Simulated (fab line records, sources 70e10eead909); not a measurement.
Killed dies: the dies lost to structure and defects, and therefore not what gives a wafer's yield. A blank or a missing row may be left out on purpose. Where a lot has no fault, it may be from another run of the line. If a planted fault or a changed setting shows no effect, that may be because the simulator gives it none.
The tool behind it: which one? | flow nand_harc | Sampling: 7 lots, 21 wafers, 2 of 1159 route steps

== WHAT EACH GAUGE READ, for each wafer ==
NHARC_THIN_TSV_CD_MEAS_12: the cd target is 1000 nm.
lot  | measured     | on        | cd_nm (nm)
L124 | day 19 09:25 | cd_sem-03 | 1003.2 998.8 1000.8
L128 | day 20 09:26 | cd_sem-03 | 998.5 1001.1 998.8
L136 | day 21 07:41 | cd_sem-01 | 1000.4 1002.1 1001.3
L135 | day 21 18:08 | cd_sem-01 | 1001.0 1003.3 1000.8
L138 | day 22 21:20 | cd_sem-01 | 999.7 999.8 999.0
L141 | day 22 23:53 | cd_sem-01 | 999.9 998.9 999.4
L144 | day 23 18:59 | cd_sem-03 | 1000.6 997.5 1001.2

== TOOL THAT RAN EACH LOT (tool first, then ch and the chambers of the sampled wafers, then the start) ==
lot  | NHARC_A_BONDPAD_ETCH_34
L124 | rie_diel-02 ch 1,3, day 18 18:28
L128 | rie_diel-02 ch 2,3, day 19 16:01
L136 | rie_diel-02 ch 0,2,3, day 20 13:41
L135 | rie_diel-02 ch 0,1,2, day 21 01:20
L138 | rie_diel-02 ch 0,1,2, day 21 23:44
L141 | rie_diel-11 ch 0,2,3, day 22 06:22
L144 | rie_diel-02 ch 0,1,2, day 23 03:19
- NHARC_A_BONDPAD_ETCH_34: etches the open film in N2/H2, target depth 60 nm, overetch 18 nm, time 65.91 s.

== THE ANSWER, worked out from the rows above alone ==
Rule: the lots themselves supply what counts as usual. Put in order of their means at a reading, lots are off if they are a third of the lots or fewer, leave a main group of 4 or more, and stand apart from it by a gap of 3 or more times the standard deviation of the main group's means; of several such gaps the widest counts. If all means in a main group match to the digits the tables above print for the reading, that group is not used. A lot without any number at a reading at which 4 lots or more have one is off too. The other lots that the step has rows for count as sound.
No lot is off on any of the readings shown, so nothing can be concluded from this.

== WHAT THE SIMULATOR HAD PUT IN ==
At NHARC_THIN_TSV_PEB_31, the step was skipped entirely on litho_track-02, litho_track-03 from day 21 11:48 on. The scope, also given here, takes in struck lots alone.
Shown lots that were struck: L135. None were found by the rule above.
